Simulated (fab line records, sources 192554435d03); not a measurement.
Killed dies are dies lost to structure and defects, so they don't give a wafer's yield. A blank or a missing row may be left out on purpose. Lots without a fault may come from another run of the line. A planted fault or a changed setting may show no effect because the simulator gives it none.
fab line records | flow n5_finfet
record lots=10 wafers=30 last_day=18
route steps=1938 shown FIN_SAQP@101 BEOL_M4@1111 PASSIVATION@1936
lots that met no fault: from a run of the same line without faults
start_h: hours from the record's first day to the start of the lot's first wafer shown | wait_h: hours since the lot's step before | " the same as in the row above | L1.1+2: a row that stands for several wafers | - no value, or no start given | * or withheld: withheld | < > ~ a bound
route shown NAME@n: a module of which the file shows steps, and the number in the route of the first | usual: mean/standard deviation of fault-free wafers | same: alike in all rows | chamber/n: place in a boat | sites: the reading at each site | _std_site: their standard deviation | _edge_site: outer sites' mean less inner sites' | radius_mm: how far each site lies from the wafer's centre | mask NAME#n: copy n | behind: the tool/chamber that last shaped the wafer | hold: why the lot was held/for how many hours/how that ended | device: the transistor (n, p or np) that didn't switch | end of line: the same wafers' tests at the end of the route | a step without rows: its recipe alone | killed: dies lost to structure and defects at the first sort, not the wafer's yield | map: a wafer's dies, x killed, . not, _ none there
set.NAME: the setting as run; set.NAME@STEP: as run at that earlier step | model.NAME: the simulator's own value behind a step, which no gauge read
steps of the route over a sample of lots; a table a step, a row a wafer
services: from which hour (start_h, from the record's first day; less than 0 if before it) a tool's chamber was out of use, for how many hours, and why
## steps
# step N5_FIN_SAQP_THK_MEAS_07
# usual thk_nm=60.0/0.86
# columns lot.wafer tool chamber start_h wait_h thk_nm
L451.2 film_metro-02 - 39.45 0.1 60.1
L451.3 " - " " 59.4
L451.4 " - " " 60.0
L452.3 film_metro-01 - 45.90 0.1 61.0
L452.4 " - " " 62.0
L452.6 " - " " 60.5
L453.1 film_metro-01 - 51.71 0.1 58.9
L453.4 " - " " 60.7
L453.6 " - " " 59.6
L461.1 film_metro-02 - 101.79 0.1 60.1
L461.2 " - " " 59.4
L461.3 " - " " 61.5
L462.1 film_metro-02 - 105.64 0.1 58.2
L462.2 " - " " 59.6
L462.3 " - " " 60.9
L463.1 film_metro-02 - 111.42 0.1 59.9
L463.3 " - " " 59.3
L463.4 " - " " 59.7
L466.2 film_metro-01 - 129.80 0.1 60.2
L466.4 " - " " 60.6
L466.6 " - " " 60.8
L467.1 film_metro-02 - 135.87 0.1 58.3
L467.4 " - " " 59.4
L467.6 " - " " 60.7
L470.2 film_metro-01 - 152.84 0.1 60.5
L470.3 " - " " 59.9
L470.5 " - " " 60.6
L471.2 film_metro-02 - 158.76 0.1 61.3
L471.4 " - " " 60.3
L471.5 " - " " 60.6
# step N5_FIN_SAQP_OVL_MEAS_17
# recipe points_per_wafer=44
# usual FIN_CORE_OVL=-0.2/0.69
# columns lot.wafer tool chamber start_h wait_h FIN_CORE_OVL[nm]
L451.2 overlay-02 0 39.85 0.0 -1.5
L451.3 " 0 " " 0.0
L451.4 " 0 " " -1.7
L452.3 overlay-01 0 46.42 0.0 0.2
L452.4 " 0 " " -1.1
L452.6 " 0 " " -1.1
L453.1 overlay-01 0 52.24 0.0 -0.9
L453.4 " 0 " " -0.7
L453.6 " 0 " " 0.0
L461.1 overlay-02 0 102.32 0.0 0.3
L461.2 " 0 " " -1.1
L461.3 " 0 " " -0.3
L462.1 overlay-02 0 106.04 0.0 -0.1
L462.2 " 0 " " 0.3
L462.3 " 0 " " 0.4
L463.1 overlay-02 0 111.82 0.0 0.0
L463.3 " 0 " " 0.7
L463.4 " 0 " " 0.0
L466.2 overlay-02 0 130.33 0.0 -1.0
L466.4 " 0 " " 0.4
L466.6 " 0 " " -1.6
L467.1 overlay-02 0 136.39 0.0 0.2
L467.4 " 0 " " -1.3
L467.6 " 0 " " -0.2
L470.2 overlay-01 0 153.39 0.0 0.7
L470.3 " 0 " " 1.4
L470.5 " 0 " " 0.4
L471.2 overlay-02 0 159.29 0.0 -0.6
L471.4 " 0 " " 0.6
L471.5 " 0 " " -0.2
# step N5_FIN_SAQP_RECESS_75
# recipe chemistry=HF/NH3 target=SiO2 target_depth_a=144 afs_cycles=3 temp_c=30 sublimation_temp_c=180 sublimation_time_s=60
# usual afs_cycles=3/0 drypump_motor_current_A=5.83/0.14 sublimation_temp_c=180.02/0.17 sublimation_time_s=60/0 temp_c=30.00/0.11
# columns lot.wafer tool chamber start_h wait_h afs_cycles drypump_motor_current_A sublimation_temp_c sublimation_time_s temp_c
L451.2 vapor_etch-01 1 40.86 0.2 3 6.09 179.94 60 30.09
L451.3 " 1 " " 3 6.09 179.90 60 29.97
L451.4 " 1 " " 3 6.09 179.90 60 29.84
L452.3 vapor_etch-02 0 47.80 0.1 3 5.83 179.95 60 30.11
L452.4 " 1 " " 3 5.69 179.78 60 30.06
L452.6 " 1 " " 3 5.69 179.93 60 30.10
L453.1 vapor_etch-02 0 53.34 0.0 3 5.84 179.70 60 30.10
L453.4 " 0 " " 3 5.83 179.90 60 30.09
L453.6 " 0 " " 3 5.83 179.92 60 30.04
L461.1 vapor_etch-02 1 103.10 0.0 - - - - -
L461.2 " 0 " " - - - - -
L461.3 " 1 " " - - - - -
L462.1 vapor_etch-02 1 106.93 0.0 - - - - -
L462.2 " 0 " " - - - - -
L462.3 " 1 " " - - - - -
L463.1 vapor_etch-02 1 112.58 0.0 3 5.70 180.18 60 30.05
L463.3 " 0 " " 3 5.83 179.76 60 30.11
L463.4 " 1 " " 3 5.69 180.05 60 29.98
L466.2 vapor_etch-02 1 131.09 0.0 3 5.72 179.94 60 29.97
L466.4 " 1 " " 3 5.70 179.80 60 30.01
L466.6 " 0 " " 3 5.83 179.91 60 30.09
L467.1 vapor_etch-02 0 137.15 0.0 3 5.84 180.02 60 30.05
L467.4 " 1 " " 3 5.69 179.95 60 29.89
L467.6 " 1 " " 3 5.70 179.90 60 29.88
L470.2 vapor_etch-02 1 154.18 0.0 3 5.69 179.91 60 30.04
L470.3 " 0 " " 3 5.82 180.10 60 30.02
L470.5 " 1 " " 3 5.70 180.02 60 29.93
L471.2 vapor_etch-02 1 160.09 0.0 3 5.69 180.10 60 30.01
L471.4 " 0 " " 3 5.82 180.22 60 29.99
L471.5 " 0 " " 3 5.83 180.15 60 30.15
# step N5_FIN_SAQP_ETCH_67
# recipe chemistry=CH3F/O2 target=SiNx target_depth_a=300 mask_material=SOC pressure_mtorr=30 source_w=395 bias_w=73 Ar_flow_sccm=150 CH3F_flow_sccm=30 O2_flow_sccm=20 ion_energy_ev=120
# usual drypump_motor_current_A=5.7/0.4 mfc_ar_sccm=150.0/0.44 oes_product_au=0.75/0.085 rf_fwd_power_W=390.7/1.5 rf_vpp_V=292/7.7 showerhead_plenum_p_Torr=2.00/0.085 throttle_valve_pct=16.33/0.2
# columns lot.wafer tool chamber start_h wait_h drypump_motor_current_A mfc_ar_sccm oes_product_au rf_fwd_power_W rf_hours_counter_h rf_vpp_V showerhead_plenum_p_Torr throttle_valve_pct
L451.2 rie_diel-04 1 44.00 0.0 5.4 149.8 0.73 392.7 179 293 2.08 16.16
L451.3 " 2 " " 5.3 150.3 0.71 388.7 183 289 1.99 16.54
L451.4 " 3 " " 6.1 150.8 0.67 390.5 - 301 1.98 16.23
L452.3 rie_diel-05 2 50.21 0.0 5.4 150.2 0.77 391.2 124 298 1.83 16.12
L452.4 " 0 " " 5.1 149.9 0.71 388.7 221 276 2.08 16.34
L452.6 " 2 " " 5.5 150.4 0.76 390.1 - 297 1.83 16.11
L453.1 rie_diel-04 1 55.75 0.0 5.5 150.0 0.72 391.0 186 293 2.08 16.18
L453.4 " 3 " " 6.1 149.9 0.67 389.0 227 300 1.98 16.24
L453.6 " 0 " " 5.6 149.0 0.99 390.0 - 298 2.13 16.16
L461.1 rie_diel-05 1 105.22 0.0 6.2 150.0 0.77 389.0 129 299 2.08 16.37
L461.2 " 0 " " 5.1 150.4 0.70 389.8 240 276 2.07 16.40
L461.3 " 2 " " 5.4 150.5 0.75 392.1 145 298 1.83 16.16
L462.1 rie_diel-02 3 109.19 0.0 6.5 149.9 0.70 387.5 183 288 2.01 16.21
L462.2 " 0 " " 6.1 149.5 0.70 391.5 185 282 1.92 16.25
L462.3 " 1 " " 5.9 150.6 0.67 391.3 244 304 2.04 16.32
L463.1 rie_diel-04 3 114.68 0.0 6.1 150.5 0.65 389.3 249 301 1.97 16.29
L463.3 " 1 " " 5.5 149.7 0.71 391.0 198 293 2.08 16.19
L463.4 " 0 " " 5.6 149.7 0.91 392.8 22 298 2.12 16.21
L466.2 rie_diel-02 3 133.45 0.0 6.5 149.9 0.69 388.4 194 287 2.00 16.22
L466.4 " 2 " " 5.6 150.4 0.71 389.4 - 283 1.97 16.53
L466.6 " 0 " " 6.1 151.1 0.70 391.9 - 283 1.92 16.26
L467.1 rie_diel-04 1 139.49 0.0 5.5 150.2 0.71 390.6 209 292 2.07 16.21
L467.4 " 2 " " 5.3 149.3 0.70 393.1 - 289 1.98 16.60
L467.6 " 0 " " 5.6 149.8 0.90 390.0 - 299 2.12 16.23
L470.2 rie_diel-02 1 156.53 0.0 5.9 150.4 0.98 390.1 1 304 2.04 15.88
L470.3 " 2 " " 5.6 149.7 0.69 390.5 232 284 1.97 16.53
L470.5 " 3 " " 6.5 149.9 0.68 388.5 - 288 2.00 16.25
L471.2 rie_diel-05 0 162.17 0.0 5.1 149.9 0.98 391.3 2 276 2.07 15.91
L471.4 " 3 " " 5.6 150.6 0.94 391.5 16 290 1.98 16.48
L471.5 " 3 " " 5.5 150.0 0.93 391.5 - 291 1.98 16.48
# step N5_BEOL_M4_RC_MEAS_101
# usual DIBL_N=36.4/2 DIBL_P=36.1/2.5 IOFF_N=0.16/0.037 IOFF_P=0.20/0.038 ION_N=670/13 ION_P=459/8.3 SS_N=71.6/0.69 SS_P=73.3/0.72 VT_N=250/3.4 VT_P=-251/3.1
# columns lot.wafer tool chamber start_h wait_h DIBL_N[mV/V] DIBL_P[mV/V] IOFF_N[nA/um] IOFF_P[nA/um] ION_N[uA/um] ION_P[uA/um] SS_N[mV/dec] SS_P[mV/dec] VT_N[mV] VT_P[mV]
L451.2 prober-01 0 179.75 0.2 34.5 33.9 0.12 0.16 665 454 71.7 72.6 255 -255
L451.3 " 0 " " 36.0 36.7 0.16 0.21 681 467 72.5 72.8 247 -249
L451.4 " 0 " " 32.3 32.2 0.10 0.14 654 457 70.5 71.8 256 -255
L452.3 prober-01 0 190.24 0.3 34.4 35.5 0.13 0.21 640 448 71.0 73.1 254 -250
L452.4 " 0 " " 32.4 31.9 0.10 0.16 650 450 69.9 72.2 256 -253
L452.6 " 0 " " 35.2 36.7 0.15 0.22 673 462 70.7 72.9 248 -248
L453.1 prober-01 0 195.74 0.0 34.9 34.7 0.13 0.16 665 454 70.6 72.8 255 -254
L453.4 " 0 " " 39.3 39.6 0.22 0.25 680 461 72.3 73.9 249 -249
L453.6 " 0 " " 35.5 34.9 0.14 0.16 663 449 71.7 73.0 251 -255
L463.1 prober-02 0 250.97 0.0 39.1 39.9 0.23 0.28 689 468 72.3 74.1 244 -245
L463.3 " 0 " " 34.5 33.9 0.13 0.17 662 451 71.2 72.6 250 -253
L463.4 " 0 " " 38.9 38.1 0.21 0.23 670 459 72.5 73.4 247 -250
L467.1 prober-02 0 279.45 0.0 39.0 40.1 0.21 0.25 684 464 72.2 73.8 248 -249
L467.4 " 0 " " 34.5 34.5 0.12 0.16 657 454 71.0 72.7 255 -255
L467.6 " 0 " " 33.6 33.7 0.11 0.15 654 450 71.1 72.6 255 -254
L466.2 prober-01 0 290.48 0.2 37.0 39.0 0.17 0.27 674 469 71.6 73.9 252 -246
L466.4 " 0 " " 35.0 34.6 0.12 0.20 654 461 71.4 72.7 254 -250
L466.6 " 0 " " 35.4 36.6 0.13 0.22 661 467 71.2 73.8 253 -247
L470.2 prober-01 0 304.50 0.2 36.7 36.9 0.18 0.19 676 455 71.4 74.0 246 -254
L470.3 " 0 " " 37.6 36.4 0.17 0.18 668 445 71.6 73.9 247 -255
L470.5 " 0 " " 35.3 34.9 0.13 0.17 651 452 70.8 72.3 251 -256
L471.2 prober-01 0 313.67 0.2 36.2 36.3 0.15 0.22 688 473 71.5 73.5 248 -250
L471.4 " 0 " " 37.2 37.4 0.18 0.22 674 459 72.4 74.0 249 -252
L471.5 " 0 " " 38.3 38.5 0.20 0.26 703 484 71.7 73.7 243 -248
# step N5_PASSIVATION_PROBE_49
# usual killed_at_M0_to_M3=34/11 killed_at_M4_up=13/5.2 killed_at_contacts=13/6.3 killed_at_front_end=40/14 killed_at_other=3.2/2.4 killed_dies=104/19 killed_on_rim=14/4.2 killed_open=69/14 killed_short=32/7.5
# same gross_dies=1180 killed_at_back_side=0
# columns lot.wafer tool chamber start_h wait_h killed_at_M0_to_M3 killed_at_M4_up killed_at_contacts killed_at_front_end killed_at_other killed_dies killed_on_rim killed_open killed_short
L451.2 prober-01 - 287.47 0.1 32 14 17 42 2 107 12 73 34
L451.3 prober-01 - 287.52 0.1 43 18 21 26 1 109 13 79 29
L451.4 prober-01 - 287.57 0.2 26 13 23 42 2 106 14 68 38
L452.3 prober-01 - 297.01 0.1 29 9 11 24 2 75 16 46 27
L452.4 prober-01 - 297.06 0.2 25 8 17 31 2 83 16 54 28
L452.6 prober-01 - 297.16 0.3 27 9 19 31 0 86 12 58 23
L462.1 prober-02 - 347.40 0.0 39 11 5 1121 4 1180 152 90 32
L462.2 prober-02 - 347.45 0.1 49 5 6 1115 5 1180 152 99 53
L462.3 prober-02 - 347.50 0.1 62 10 3 1099 6 1180 152 80 42
L461.1 prober-02 - 349.72 0.0 25 15 14 1123 3 1180 152 58 23
L461.2 prober-02 - 349.77 0.1 39 25 18 1093 5 1180 152 79 37
L461.3 prober-02 - 349.82 0.1 28 12 26 1101 13 1180 152 82 26
L463.1 prober-02 - 364.49 0.0 60 16 16 32 4 128 16 89 37
L463.3 prober-02 - 364.59 0.1 49 13 14 47 3 126 14 83 38
L463.4 prober-02 - 364.64 0.2 44 12 18 31 4 109 15 65 43
# killed by level:class
L451.2 MOL_CONTACT_COAG:geometric_particle:open=12 BEOL_M2:geometric_particle:open=11 FIN_SAQP:geometric_particle:open=10 FIN_SAQP:geometric_particle:short=7 BEOL_M4:geometric_particle:open=6 BEOL_M0_SAQP:geometric_particle:open=6 STI_FIN_REVEAL:geometric_particle:open=5 MOL_CONTACT_COAG:geometric_particle:short=5
L451.3 MOL_CONTACT_COAG:geometric_particle:open=20 BEOL_M1:geometric_particle:open=12 BEOL_M0_SAQP:geometric_particle:open=12 BEOL_M0_SAQP:geometric_particle:short=8 STI_FIN_REVEAL:geometric_particle:open=5 BEOL_M4:geometric_particle:open=5 BEOL_M2:geometric_particle:open=4 FIN_SAQP:geometric_particle:short=3
L451.4 MOL_CONTACT_COAG:geometric_particle:open=20 FIN_SAQP:geometric_particle:open=8 BEOL_M2:geometric_particle:open=8 FIN_SAQP:geometric_particle:short=8 STI_FIN_REVEAL:geometric_particle:open=6 BEOL_M0_SAQP:geometric_particle:open=6 GATE_CUT:geometric_particle:short=5 STI_FIN_REVEAL:geometric_particle:short=4
L452.3 STI_FIN_REVEAL:geometric_particle:open=13 BEOL_M0_SAQP:geometric_particle:short=8 MOL_CONTACT_COAG:geometric_particle:open=6 MOL_CONTACT_COAG:geometric_particle:short=5 BEOL_M0:geometric_particle:open=5 STI_FIN_REVEAL:geometric_particle:short=4 BEOL_M0_SAQP:geometric_particle:open=4 BEOL_M2:geometric_particle:open=3
L452.4 MOL_CONTACT_COAG:geometric_particle:open=14 BEOL_M0_SAQP:geometric_particle:open=6 ILD0:geometric_particle:open=5 FIN_SAQP:geometric_particle:open=4 BEOL_M0_SAQP:geometric_particle:short=4 BEOL_M3:geometric_particle:short=4 BEOL_M3:geometric_particle:open=4 STARTING-WAFER:geometric_particle:short=4
L452.6 MOL_CONTACT_COAG:geometric_particle:open=16 BEOL_M3:geometric_particle:open=13 STI_FIN_REVEAL:geometric_particle:open=9 BEOL_M0_SAQP:geometric_particle:short=6 FIN_SAQP:geometric_particle:short=4 GATE_CUT:geometric_particle:short=4 MOL_CONTACT_COAG:geometric_particle:short=3 BEOL_M0_SAQP:geometric_particle:open=3
L462.1 FIN_SAQP:area_recess=1057 FIN_SAQP:geometric_particle:open=22 BEOL_M0_SAQP:geometric_particle:open=14 STI_FIN_REVEAL:geometric_particle:open=11 BEOL_M3:geometric_particle:open=9 GATE_CUT:geometric_particle:short=7 BEOL_M0_SAQP:geometric_particle:short=6 MOL_CONTACT_COAG:geometric_particle:open=5
L462.2 FIN_SAQP:area_recess=1027 STI_FIN_REVEAL:geometric_particle:open=31 FIN_SAQP:geometric_particle:open=15 FIN_SAQP:geometric_particle:short=14 BEOL_M0_SAQP:geometric_particle:open=13 BEOL_M0_SAQP:geometric_particle:short=13 BEOL_M2:geometric_particle:open=10 STI_FIN_REVEAL:geometric_particle:short=7
L462.3 FIN_SAQP:area_recess=1058 BEOL_M0_SAQP:geometric_particle:short=21 BEOL_M0_SAQP:geometric_particle:open=19 FIN_SAQP:geometric_particle:open=10 STI_FIN_REVEAL:geometric_particle:open=10 BEOL_M4:geometric_particle:open=9 BEOL_M2:geometric_particle:open=8 FIN_SAQP:geometric_particle:short=5
L461.1 FIN_SAQP:area_recess=1098 MOL_CONTACT_COAG:geometric_particle:open=11 BEOL_M4:geometric_particle:open=9 BEOL_M2:geometric_particle:open=8 BEOL_M3:geometric_particle:open=7 FIN_SAQP:geometric_particle:open=5 STARTING-WAFER:geometric_particle:short=4 STARTING-WAFER:geometric_particle:open=4
L461.2 FIN_SAQP:area_recess=1063 BEOL_M4:geometric_particle:open=14 MOL_CONTACT_COAG:geometric_particle:open=13 BEOL_M2:geometric_particle:open=11 BEOL_M0:geometric_particle:open=6 GATE_CUT:geometric_particle:open=5 MOL_CONTACT_COAG:geometric_particle:short=5 BEOL_M0_SAQP:geometric_particle:open=5
L461.3 FIN_SAQP:area_recess=1071 MOL_CONTACT_COAG:geometric_particle:open=23 FIN_SAQP:geometric_particle:open=9 BEOL_M4:geometric_particle:open=8 BEOL_M1:geometric_particle:open=6 BEOL_M0_SAQP:geometric_particle:open=6 BEOL_M3:geometric_particle:open=6 PASS1_CAP:geometric_particle:short=6
L463.1 MOL_CONTACT_COAG:geometric_particle:open=14 BEOL_M0_SAQP:geometric_particle:open=12 BEOL_M1:geometric_particle:open=10 BEOL_M2:geometric_particle:open=10 BEOL_M0_SAQP:geometric_particle:short=9 BEOL_M3:geometric_particle:open=9 FIN_SAQP:geometric_particle:open=7 BEOL_M4:geometric_particle:open=7
L463.3 BEOL_M2:geometric_particle:open=14 STI_FIN_REVEAL:geometric_particle:open=12 MOL_CONTACT_COAG:geometric_particle:open=9 BEOL_M0_SAQP:geometric_particle:open=9 FIN_SAQP:geometric_particle:open=8 BEOL_M1:geometric_particle:open=7 FIN_SAQP:geometric_particle:short=6 BEOL_M5:geometric_particle:open=6
L463.4 FIN_SAQP:geometric_particle:short=15 MOL_CONTACT_COAG:geometric_particle:open=14 BEOL_M0_SAQP:geometric_particle:short=13 BEOL_M1:geometric_particle:open=6 BEOL_M2:geometric_particle:open=6 FIN_SAQP:geometric_particle:open=5 BEOL_M3:geometric_particle:open=5 BEOL_M0_SAQP:geometric_particle:open=5
## services
# columns tool chamber start_h hours kind
rie_diel-04 0 21.89 - clean
rie_diel-04 0 21.89 - consumable_replace:focus_ring
rie_diel-04 0 21.89 - consumable_replace:showerhead
rie_diel-04 0 21.89 32.3 scheduled_down
rie_diel-04 0 21.89 32.3 vent_cycle
rie_diel-05 - 46.75 2.8 pm
rie_diel-02 - 63.88 0.1 repair
rie_diel-04 1 84.16 5.7 repair
rie_diel-05 3 98.30 - clean
rie_diel-05 3 98.30 - consumable_replace:focus_ring
rie_diel-05 3 98.30 19.9 scheduled_down
rie_diel-05 3 98.30 19.9 vent_cycle
rie_diel-04 3 117.89 - clean
rie_diel-04 3 117.89 - consumable_replace:focus_ring
rie_diel-04 3 117.89 23.5 scheduled_down
rie_diel-04 3 117.89 23.5 vent_cycle
rie_diel-05 0 132.26 - clean
rie_diel-05 0 132.26 - consumable_replace:focus_ring
rie_diel-05 0 132.26 24.3 scheduled_down
rie_diel-05 0 132.26 24.3 vent_cycle
rie_diel-02 1 136.01 - clean
rie_diel-02 1 136.01 - consumable_replace:focus_ring
rie_diel-05 - 138.50 4.3 pm
rie_diel-04 3 143.18 13.8 repair
## key
first_sign step=N5_FIN_SAQP_RECESS_75 reading=tool_record direction=missing
effect step=N5_PASSIVATION_PROBE_49 reading=killed_at_front_end direction=up sigmas=78 usual=40 struck=1109
more_kills_born_at N5_FIN_SAQP_RECESS_75@vapor_etch-02=6374
met_at N5_FIN_SAQP_RECESS_75
struck_lots L461,L462
later_rows_left_out L461.1,L461.2,L461.3,L462.1,L462.2,L462.3
tester_left_out L461,L462
not_acting_at N5_FIN_SAQP_THK_MEAS_07,N5_FIN_SAQP_OVL_MEAS_17,N5_FIN_SAQP_ETCH_67
onset_between 53.34 103.10
fault kind=skipped_step_whole tool=vapor_etch-02 chamber=- onset_h=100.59 steps=N5_FIN_SAQP_RECESS_75 scope=struck_lots_only
# tester_left_out: of these lots the tester's yield and bins aren't shown, on N5 and GAA mostly nor the transistor test; their killed dies are dies lost to structure and defects alone, not to doping, threshold or leakage, so they don't give the yield
# later_rows_left_out: the simulator's readings of these wafers behind a module that went badly wrong aren't trusted and aren't shown, but for the sort
